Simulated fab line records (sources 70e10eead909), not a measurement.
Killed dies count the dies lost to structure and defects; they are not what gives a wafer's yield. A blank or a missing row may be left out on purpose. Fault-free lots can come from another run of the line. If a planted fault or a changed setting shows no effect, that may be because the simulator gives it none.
fab line records    flow nand_harc
record: lots: 6  wafers: 18  last_day: 24
route steps=1159 shown A_BLC@976 END@1159
lots with no fault: from the same line, run without faults
start_h: start of the lot's first displayed wafer, in hours after the record's first day    wait_h: time in hours since the lot's previous step    " the same as in the row above    L1.1+2: one row covering several wafers at once    - either no value or no given start    * or withheld: withheld    < > ~ a bound
route shown NAME@n: names a module that has steps shown in the file, with the first one's number in the route    usual: mean/standard deviation taken from wafers without a fault    same: alike in all rows    chamber/n: place in a boat    sites: readings site by site    _std_site: the values' standard deviation    _edge_site: the outer-site mean with the inner-site mean subtracted    radius_mm: for every site, how far away it sits from the centre of the wafer    mask NAME#n: copy n    behind: the most recent tool/chamber to have shaped the wafer    hold: reason for holding the lot/hours on hold/outcome of the hold    device: the transistor (n, p or np) that didn't switch    end of line: the tests these same wafers got at the end of their route    a step with no rows: only its recipe    killed: dies that structure and defects cost at the first sort, which is not the same as the wafer's yield    map: dies across one wafer; x = killed, . = not, _ = none there
set.NAME: the setting that was run; set.NAME@STEP: the one run at that earlier step    model.NAME: the simulator's own value behind a step, which no gauge read
lots at some steps of the route; a table a step, a row a wafer
services: the hour from which a tool's chamber was out of use, counted from the record's first day as start_h (under 0 if before that day), plus the number of hours and why
== steps ==
step: NHARC_A_BLC_INSPECT_12
usual: raw_defect_count: 30/11
lot.wafer  tool               chamber  start_h  wait_h  raw_defect_count
L436.1     defect_inspect-01  -        426.03   0.0     20
L436.2     "                  -        "        "       22
L436.3     "                  -        "        "       24
L439.4     defect_inspect-02  -        449.82   0.0     16
L439.5     "                  -        "        "       14
L439.6     "                  -        "        "       19
L446.2     defect_inspect-01  -        474.46   0.0     39
L446.3     "                  -        "        "       35
L446.4     "                  -        "        "       45
L444.2     defect_inspect-02  -        492.73   0.0     34
L444.3     "                  -        "        "       43
L444.4     "                  -        "        "       47
L447.2     defect_inspect-01  -        503.98   0.0     27
L447.3     "                  -        "        "       36
L447.6     "                  -        "        "       32
L450.1     defect_inspect-01  -        504.70   0.0     29
L450.3     "                  -        "        "       32
L450.6     "                  -        "        "       40
step: NHARC_A_BLC_DESCUM_15
recipe: time_s: 3  o2_flow_sccm: 200  ar_flow_sccm: 0  bias_power_w: 0  chemistry: O2
step: NHARC_A_BLC_ETCH_16
recipe: target_depth_a: 390  over_etch_frac: 0.3  time_s: 65  ion_energy_ev: 80  cf4_flow_sccm: 150  ar_flow_sccm: 0  rf_w: 300  bias_w: 100  chemistry: CF4
step: NHARC_A_BLC_ETCH_17
recipe: target_depth_a: 3900  over_etch_frac: 0.25  time_s: 609.38  ion_energy_ev: 200  n2_flow_sccm: 150  h2_flow_sccm: 150  ar_flow_sccm: 0  rf_w: 400  bias_w: 150  chemistry: N2/H2
step: NHARC_A_BLC_ETCH_18
recipe: target_depth_a: 9100  c4f8_flow_sccm: 20  o2_flow_sccm: 10  ar_flow_sccm: withheld  rf_w: 600  bias_w: 1500  chemistry: C4F8/O2/Ar
usual: oes_product_au: 0.958/0.022  rf_vpp_V: 981.9/2.8
lot.wafer  tool         chamber  start_h  wait_h  oes_product_au  rf_hours_counter_h  rf_vpp_V
L436.1     rie_diel-10  1        -        -       0.968           7                   979.2
L436.3     "            2        "        "       1.001           7                   979.2
L436.2     "            0        "        "       0.971           7                   978.9
L439.4     rie_diel-02  0        -        -       0.923           12                  982.2
L439.6     "            0        "        "       0.941           -                   980.5
L439.5     "            1        "        "       0.924           -                   982.0
L446.2     rie_diel-10  3        -        -       0.974           11                  985.4
L446.3     "            0        "        "       0.975           11                  980.0
L446.4     "            1        "        "       0.954           12                  980.3
L444.2     rie_diel-10  2        -        -       0.935           13                  979.4
L444.4     "            0        "        "       0.914           13                  978.2
L444.3     "            1        "        "       0.918           13                  979.7
L447.3     rie_diel-04  0        -        -       0.984           10                  980.1
L447.2     "            3        "        "       0.970           9                   975.9
L447.6     "            0        "        "       0.976           -                   981.5
L450.1     rie_diel-10  3        -        -       0.943           14                  987.2
L450.3     "            0        "        "       0.947           14                  978.5
L450.6     "            3        "        "       0.956           -                   987.6
step: NHARC_A_BLC_CD_MEAS_19
usual: cd_nm: 100.0/2.2
lot.wafer  tool       chamber  start_h  wait_h  cd_nm
L436.1     cd_sem-02  -        427.06   -       101.8
L436.2     "          -        "        "       100.0
L436.3     "          -        "        "       99.7
L439.4     cd_sem-03  -        450.86   -       98.2
L439.5     "          -        "        "       99.3
L439.6     "          -        "        "       100.2
L446.2     cd_sem-02  -        475.49   -       102.4
L446.3     "          -        "        "       99.5
L446.4     "          -        "        "       98.9
L444.2     cd_sem-03  -        493.76   -       105.0
L444.3     "          -        "        "       100.1
L444.4     "          -        "        "       101.4
L447.2     cd_sem-03  -        505.01   -       96.9
L447.3     "          -        "        "       93.8
L447.6     "          -        "        "       98.2
L450.1     cd_sem-01  -        505.77   -       102.2
L450.3     "          -        "        "       101.1
L450.6     "          -        "        "       100.0
step: NHARC_A_BLC_STRIP_29
recipe: cf4_flow_sccm: 150  ar_flow_sccm: 0  bias_w: 0  chemistry: CF4
usual: drypump_motor_current_A: 5.74/0.28  oes_product_au: 1.001/0.01  rf_vpp_V: 59.6/0.89  showerhead_plenum_p_Torr: 1.81/0.035  throttle_valve_pct: 13.284/0.009
lot.wafer  tool         chamber  start_h  wait_h  drypump_motor_current_A  oes_product_au  rf_hours_counter_h  rf_vpp_V  showerhead_plenum_p_Torr  throttle_valve_pct
L436.1     rie_diel-02  0        427.13   0.1     5.85                     0.998           9                   59.3      1.79                      13.289
L436.3     "            1        "        "       6.37                     1.003           10                  59.2      1.82                      13.272
L436.2     "            3        "        "       5.63                     1.011           9                   59.1      1.85                      13.282
L439.4     rie_diel-10  0        450.96   0.1     5.67                     0.990           9                   60.6      1.79                      13.266
L439.6     "            1        "        "       5.40                     1.006           -                   60.1      1.79                      13.281
L439.5     "            2        "        "       5.58                     1.020           -                   58.7      1.79                      13.281
L446.4     rie_diel-02  3        475.56   0.1     5.62                     1.004           15                  61.1      1.85                      13.285
L446.3     "            0        "        "       5.84                     1.010           15                  60.7      1.79                      13.288
L446.2     "            1        "        "       6.34                     1.001           15                  59.5      1.82                      13.282
L444.4     rie_diel-02  2        493.83   0.1     5.69                     1.003           17                  60.1      1.82                      13.294
L444.2     "            3        "        "       5.65                     1.008           17                  61.6      1.85                      13.282
L444.3     "            1        "        "       6.36                     1.003           17                  59.5      1.82                      13.282
L447.3     rie_diel-04  0        505.16   0.1     5.75                     1.009           10                  57.9      1.81                      13.292
L447.2     "            1        "        "       5.18                     1.014           7                   59.0      1.82                      13.277
L447.6     "            3        "        "       6.03                     1.002           -                   59.6      1.74                      13.267
L450.3     rie_diel-04  1        505.88   0.1     5.16                     1.012           7                   60.1      1.82                      13.296
L450.1     "            2        "        "       5.61                     0.987           11                  59.8      1.82                      13.277
L450.6     "            3        "        "       6.03                     1.000           -                   60.4      1.74                      13.307
step: NHARC_A_BLC_STRIP_21
recipe: o2_flow_sccm: 500  ar_flow_sccm: 0  bias_w: 0  chemistry: O2
step: NHARC_A_BLC_STRIP_22
recipe: time_s: 600  temp_c: 30  chemistry: post_etch_residue_remover
step: NHARC_A_BLC_DEGAS_30
recipe: temp_c: 300  time_s: 60
usual: heater_power_w: 483/50
lot.wafer  tool            chamber  start_h  wait_h  heater_power_w
L436.2     pvd_sputter-03  -        427.66   -       489
L436.3     "               -        "        "       421
L436.1     "               -        "        "       527
L439.4     pvd_sputter-02  -        451.47   -       494
L439.6     "               -        "        "       503
L439.5     "               -        "        "       505
L446.2     pvd_sputter-02  -        476.09   -       499
L446.4     "               -        "        "       464
L446.3     "               -        "        "       492
L444.2     pvd_sputter-02  -        494.36   -       494
L444.3     "               -        "        "       489
L444.4     "               -        "        "       455
L447.3     pvd_sputter-03  -        505.72   -       489
L447.2     "               -        "        "       418
L447.6     "               -        "        "       503
L450.3     pvd_sputter-02  -        506.55   -       490
L450.1     "               -        "        "       513
L450.6     "               -        "        "       445
step: NHARC_A_BLC_PRE_CLEAN_31
recipe: time_s: 15  bias_v: 250  gas: Ar
step: NHARC_A_BLC_PVD_32
recipe: target_thk_a: 50  chamber_pressure_pa: 5  power_w: 5000  substrate_temp_c: 200  time_s: 17.7  material: Ti
usual: throttle_valve_pct: 29.9/0.59
lot.wafer  tool            chamber  start_h  wait_h  throttle_valve_pct
L436.1     pvd_sputter-03  -        -        -       30.8
L436.3     "               -        "        "       29.2
L436.2     "               -        "        "       29.5
L439.4     pvd_sputter-02  -        -        -       30.2
L439.5     "               -        "        "       30.6
L439.6     "               -        "        "       30.4
L446.3     pvd_sputter-02  -        -        -       30.0
L446.2     "               -        "        "       30.2
L446.4     "               -        "        "       29.9
L444.4     pvd_sputter-02  -        -        -       29.8
L444.2     "               -        "        "       30.1
L444.3     "               -        "        "       30.5
L447.3     pvd_sputter-03  -        -        -       28.6
L447.2     "               -        "        "       30.6
L447.6     "               -        "        "       28.5
L450.3     pvd_sputter-02  -        -        -       30.2
L450.1     "               -        "        "       29.6
L450.6     "               -        "        "       29.9
step: NHARC_A_BLC_ALD_23
recipe: target_thk_a: 30  pulse_time_s: 1  ald_cycles: 150  temp_c: 450  material: TiN
usual: ald_cycles: 150/0  heater_power_w: 1107/100  precursor_pulse_height_rel: 0.998/0.019
lot.wafer  tool          chamber  start_h  wait_h  ald_cycles  heater_power_w  precursor_pulse_height_rel
L436.3     ald_metal-03  2        427.90   -       150         991             1.005
L436.2     "             3        "        "       150         1029            1.020
L436.1     "             1        "        "       150         1007            0.978
L439.4     ald_metal-04  0        451.77   -       150         1118            1.029
L439.5     "             1        "        "       150         1057            0.997
L439.6     "             2        "        "       150         1022            0.981
L446.4     ald_metal-03  3        476.33   -       150         1058            0.981
L446.2     "             0        "        "       65          1336            0.993
L446.3     "             2        "        "       65          1001            1.011
L444.4     ald_metal-03  1        494.60   -       150         1021            1.018
L444.3     "             3        "        "       65          1060            0.972
L444.2     "             0        "        "       65          1313            1.000
L447.2     ald_metal-04  0        505.96   -       150         1142            0.982
L447.3     "             1        "        "       150         1076            0.962
L447.6     "             0        "        "       150         1134            1.003
L450.1     ald_metal-01  1        506.90   -       150         1077            1.034
L450.3     "             3        "        "       150         1226            0.991
L450.6     "             2        "        "       150         1038            0.983
step: NHARC_A_BLC_CVD_24
recipe: target_thk_a: 1500  temp_c: 300  pressure_torr: 40  wf6_flow_sccm: 40  h2_flow_sccm: 1600  ar_flow_sccm: 1560  time_s: 434  material: W
usual: heater_power_w: 481/59  throttle_valve_pct: 7.79/0.23
lot.wafer  tool      chamber  start_h  wait_h  heater_power_w  throttle_valve_pct
L436.1     cvd_w-01  1        -        -       391             7.58
L436.2     "         1        "        "       389             7.67
L436.3     "         1        "        "       391             7.71
L439.4     cvd_w-02  1        -        -       486             7.72
L439.5     "         1        "        "       484             7.92
L439.6     "         0        "        "       521             7.62
L446.2     cvd_w-02  0        -        -       518             7.80
L446.3     "         0        "        "       526             7.62
L446.4     "         1        "        "       504             7.95
L444.2     cvd_w-02  1        -        -       479             7.71
L444.4     "         1        "        "       497             7.61
L444.3     "         0        "        "       523             7.68
L447.2     cvd_w-01  1        -        -       369             7.62
L447.3     "         0        "        "       527             8.22
L447.6     "         0        "        "       513             7.74
L450.1     cvd_w-02  1        -        -       478             7.97
L450.3     "         1        "        "       486             7.88
L450.6     "         0        "        "       527             7.35
step: NHARC_END_SORT_01
recipe: temp_c: 25
usual: killed_at_array: 27/8.8  killed_at_other: 0.4/0.82  killed_at_periphery: 3.1/2.1  killed_dies: 31/8.8  killed_open: 3.3/2  killed_short: 2.0/1.4
same: gross_dies: 677
lot.wafer  tool       chamber  start_h  wait_h  hold                      killed_at_array  killed_at_other  killed_at_periphery  killed_dies  killed_open  killed_short
L436.1     prober-02  0        475.57   2.5     -                         19               0                2                    21           3            0
L436.2     prober-02  0        476.37   2.8     -                         32               0                1                    33           4            2
L436.3     prober-02  0        477.17   3.1     -                         32               2                4                    38           10           0
L439.4     prober-01  0        500.33   3.4     -                         23               1                2                    26           5            1
L439.5     prober-01  0        501.13   3.7     -                         21               0                2                    23           1            5
L439.6     prober-01  0        501.93   4.0     -                         23               0                4                    27           4            3
L446.2     prober-01  0        517.88   2.8     await_dispo/4.0h/release  671              0                6                    677          4            1
L446.3     prober-01  0        518.68   3.1     await_dispo/4.0h/release  672              0                5                    677          1            3
L446.4     prober-01  0        519.49   3.4     await_dispo/4.0h/release  34               0                3                    37           4            1
L444.2     prober-01  0        546.86   2.8     await_dispo/3.7h/release  674              1                2                    677          3            2
L444.3     prober-01  0        547.67   3.1     await_dispo/3.7h/release  675              0                2                    677          3            2
L444.4     prober-01  0        548.48   3.4     await_dispo/3.7h/release  37               0                2                    39           3            2
killed by level:class
L436.1 A_CHANNEL_HOLE_D1:chamber_film_flake=10 A_CHANNEL_FILL_D1:chamber_film_flake=3 A_CONTACT:chamber_film_flake=3 P_CONTACT:geometric_particle:open=1 A_SOURCE_PLATE:geometric_particle:open=1 A_WL_FILL:geometric_particle:open=1 P_ZERO_WELL:chamber_film_flake=1 A_SLIT:chamber_film_flake=1
L436.2 A_CHANNEL_HOLE_D1:chamber_film_flake=15 A_STAIRCASE:chamber_film_flake=5 A_M1:chamber_film_flake=4 A_ONON_D1:geometric_particle:open=2 A_CONTACT:chamber_film_flake=2 A_CHANNEL_FILL_D1:geometric_particle:short=1 A_WL_FILL:geometric_particle:short=1 A_WL_FILL:geometric_particle:open=1
L436.3 A_CHANNEL_HOLE_D1:chamber_film_flake=15 A_STAIRCASE:chamber_film_flake=5 A_CONTACT:chamber_film_flake=3 A_M1:chamber_film_flake=3 P_M0:geometric_particle:open=2 P_CONTACT:geometric_particle:open=1 A_ONON_D1:geometric_particle:open=1 A_CONTACT:geometric_particle:open=1
L439.4 A_STAIRCASE:chamber_film_flake=7 A_CHANNEL_HOLE_D1:chamber_film_flake=4 A_M0:geometric_particle:open=3 A_CONTACT:chamber_film_flake=3 A_WL_FILL:chamber_film_flake=2 P_M0:geometric_particle:open=1 A_ONON_D1:geometric_particle:short=1 A_CONTACT:geometric_particle:open=1
L439.5 A_STAIRCASE:chamber_film_flake=8 A_CHANNEL_HOLE_D1:chamber_film_flake=4 A_BLC:geometric_particle:short=2 A_BONDPAD:chamber_film_flake=2 A_SOURCE_PLATE:geometric_particle:open=1 A_CHANNEL_HOLE_D1:geometric_particle:short=1 A_SLIT:geometric_particle:short=1 A_WL_FILL:geometric_particle:short=1
L439.6 A_STAIRCASE:chamber_film_flake=7 A_CHANNEL_HOLE_D1:chamber_film_flake=3 P_BONDPAD:chamber_film_flake=2 A_CHANNEL_FILL_D1:chamber_film_flake=2 A_CONTACT:chamber_film_flake=2 P_CONTACT:geometric_particle:open=1 A_CHANNEL_HOLE_D1:geometric_particle:open=1 A_CHANNEL_HOLE_D1:geometric_particle:short=1
L446.2 A_BLC:area_ald=640 A_SLIT:chamber_film_flake=14 A_CONTACT:chamber_film_flake=7 P_GATE:chamber_film_flake=5 A_CHANNEL_HOLE_D1:chamber_film_flake=3 A_WL_FILL:geometric_particle:open=2 A_CONTACT:geometric_particle:open=2 A_ONON_D1:geometric_particle:short=1
L446.3 A_BLC:area_ald=646 A_SLIT:chamber_film_flake=10 A_STAIRCASE:chamber_film_flake=5 A_CONTACT:chamber_film_flake=5 A_CHANNEL_HOLE_D1:chamber_film_flake=4 P_GATE:chamber_film_flake=3 P_GATE:geometric_particle:short=2 A_ONON_D1:geometric_particle:open=1
L446.4 A_SLIT:chamber_film_flake=17 A_CONTACT:chamber_film_flake=8 A_CONTACT:geometric_particle:open=2 P_GATE:chamber_film_flake=2 A_STAIRCASE:chamber_film_flake=2 A_CHANNEL_FILL_D1:geometric_particle:short=1 A_CHANNEL_FILL_D1:geometric_particle:open=1 A_M0:geometric_particle:open=1
L444.2 A_BLC:area_ald=648 A_SLIT:chamber_film_flake=10 A_CHANNEL_HOLE_D1:chamber_film_flake=8 A_CONTACT:chamber_film_flake=3 A_CONTACT:geometric_particle:open=2 A_ONON_D1:geometric_particle:short=1 A_SGD_CUT:geometric_particle:open=1 A_SGD_CUT:geometric_particle:short=1
L444.3 A_BLC:area_ald=638 A_SLIT:chamber_film_flake=12 A_CONTACT:chamber_film_flake=9 A_CHANNEL_HOLE_D1:chamber_film_flake=7 A_ZERO_WELL:chamber_film_flake=4 A_STAIRCASE:chamber_film_flake=2 P_GATE:geometric_particle:open=1 P_CONTACT:geometric_particle:open=1
L444.4 A_SLIT:chamber_film_flake=16 A_CHANNEL_HOLE_D1:chamber_film_flake=6 A_CONTACT:chamber_film_flake=6 A_ZERO_WELL:chamber_film_flake=3 A_CONTACT:geometric_particle:open=2 A_SOURCE_PLATE:geometric_particle:open=1 A_SGD_CUT:geometric_particle:short=1 A_WL_FILL:geometric_particle:short=1
map L444.2 (x killed, . not)
____________x____________
_________xxxxxxx_________
_______xxxxxxxxxxx_______
______xxxxxxxxxxxxx______
_____xxxxxxxxxxxxxxx_____
____xxxxxxxxxxxxxxxxx____
____xxxxxxxxxxxxxxxxx____
___xxxxxxxxxxxxxxxxxxx___
___xxxxxxxxxxxxxxxxxxx___
__xxxxxxxxxxxxxxxxxxxxx__
__xxxxxxxxxxxxxxxxxxxxx__
_xxxxxxxxxxxxxxxxxxxxxxx_
_xxxxxxxxxxxxxxxxxxxxxxx_
_xxxxxxxxxxxxxxxxxxxxxxx_
_xxxxxxxxxxxxxxxxxxxxxxx_
_xxxxxxxxxxxxxxxxxxxxxxx_
xxxxxxxxxxxxxxxxxxxxxxxxx
xxxxxxxxxxxxxxxxxxxxxxxxx
xxxxxxxxxxxxxxxxxxxxxxxxx
xxxxxxxxxxxxxxxxxxxxxxxxx
xxxxxxxxxxxxxxxxxxxxxxxxx
_xxxxxxxxxxxxxxxxxxxxxxx_
_xxxxxxxxxxxxxxxxxxxxxxx_
_xxxxxxxxxxxxxxxxxxxxxxx_
_xxxxxxxxxxxxxxxxxxxxxxx_
_xxxxxxxxxxxxxxxxxxxxxxx_
__xxxxxxxxxxxxxxxxxxxxx__
__xxxxxxxxxxxxxxxxxxxxx__
___xxxxxxxxxxxxxxxxxxx___
___xxxxxxxxxxxxxxxxxxx___
____xxxxxxxxxxxxxxxxx____
____xxxxxxxxxxxxxxxxx____
_____xxxxxxxxxxxxxxx_____
______xxxxxxxxxxxxx______
_______xxxxxxxxxxx_______
_________xxxxxxx_________
____________x____________
map L446.2 (x killed, . not)
____________x____________
_________xxxxxxx_________
_______xxxxxxxxxxx_______
______xxxxxxxxxxxxx______
_____xxxxxxxxxxxxxxx_____
____xxxxxxxxxxxxxxxxx____
____xxxxxxxxxxxxxxxxx____
___xxxxxxxxxxxxxxxxxxx___
___xxxxxxxxxxxxxxxxxxx___
__xxxxxxxxxxxxxxxxxxxxx__
__xxxxxxxxxxxxxxxxxxxxx__
_xxxxxxxxxxxxxxxxxxxxxxx_
_xxxxxxxxxxxxxxxxxxxxxxx_
_xxxxxxxxxxxxxxxxxxxxxxx_
_xxxxxxxxxxxxxxxxxxxxxxx_
_xxxxxxxxxxxxxxxxxxxxxxx_
xxxxxxxxxxxxxxxxxxxxxxxxx
xxxxxxxxxxxxxxxxxxxxxxxxx
xxxxxxxxxxxxxxxxxxxxxxxxx
xxxxxxxxxxxxxxxxxxxxxxxxx
xxxxxxxxxxxxxxxxxxxxxxxxx
_xxxxxxxxxxxxxxxxxxxxxxx_
_xxxxxxxxxxxxxxxxxxxxxxx_
_xxxxxxxxxxxxxxxxxxxxxxx_
_xxxxxxxxxxxxxxxxxxxxxxx_
_xxxxxxxxxxxxxxxxxxxxxxx_
__xxxxxxxxxxxxxxxxxxxxx__
__xxxxxxxxxxxxxxxxxxxxx__
___xxxxxxxxxxxxxxxxxxx___
___xxxxxxxxxxxxxxxxxxx___
____xxxxxxxxxxxxxxxxx____
____xxxxxxxxxxxxxxxxx____
_____xxxxxxxxxxxxxxx_____
______xxxxxxxxxxxxx______
_______xxxxxxxxxxx_______
_________xxxxxxx_________
____________x____________
== services ==
tool            chamber  start_h  hours  kind
ald_metal-04    -        406.00   10.0   pm
ald_metal-01    0        407.91   31.2   repair
rie_diel-10     0        411.50   -      clean
rie_diel-10     1        411.50   -      clean
rie_diel-10     2        411.50   -      clean
rie_diel-10     3        411.50   -      clean
ald_metal-04    1        416.52   6.7    repair
cvd_w-01        0        429.03   9.8    repair
rie_diel-02     0        433.37   4.7    repair
rie_diel-10     0        436.00   -      clean
rie_diel-10     1        436.00   -      clean
rie_diel-10     2        436.00   -      clean
rie_diel-10     3        436.00   -      clean
pvd_sputter-02  -        443.94   0.5    repair
ald_metal-04    3        448.93   19.9   repair
ald_metal-01    -        458.00   10.0   pm
pvd_sputter-03  -        458.00   10.0   pm
rie_diel-10     0        460.50   -      clean
rie_diel-10     1        460.50   -      clean
rie_diel-04     -        465.90   9.0    pm
cvd_w-01        -        476.67   13.0   pm
rie_diel-04     1        479.13   15.6   repair
ald_metal-03    -        500.00   10.0   pm
rie_diel-02     -        504.76   9.0    pm
== key ==
first_sign: step: NHARC_A_BLC_ALD_23  reading: ald_cycles  direction: down  sigmas: 99+  usual: 150  struck: 65
effect: step: NHARC_END_SORT_01  reading: killed_dies  direction: up  sigmas: 73  usual: 31  struck: 677
more_kills_born_at: NHARC_A_BLC_ALD_23@ald_metal-03: 2572
met_at NHARC_A_BLC_ALD_23
struck_wafers L444.2,L444.3,L446.2,L446.3
later_rows_left_out L444.2,L444.3,L446.2,L446.3
tester_left_out L444,L446
onset_between 427.90 476.33
fault: kind: process_parameter_drift  tool: ald_metal-03  chamber: -  onset_h: 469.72  steps: NHARC_A_BLC_ALD_23  channel: ald_cycles  offset: -85  shape: step  end_h: 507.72  scope: struck_wafers_only  acts_in: these_recipes_only  stated: 150
tester_left_out: of these lots the tester's yield and bins aren't shown, on N5 and GAA mostly nor the transistor test; their killed dies are dies lost to structure and defects alone, not to doping, threshold or leakage, so they don't give the yield
later_rows_left_out: the simulator's readings of these wafers behind a module that went badly wrong aren't trusted and aren't shown, but for the sort
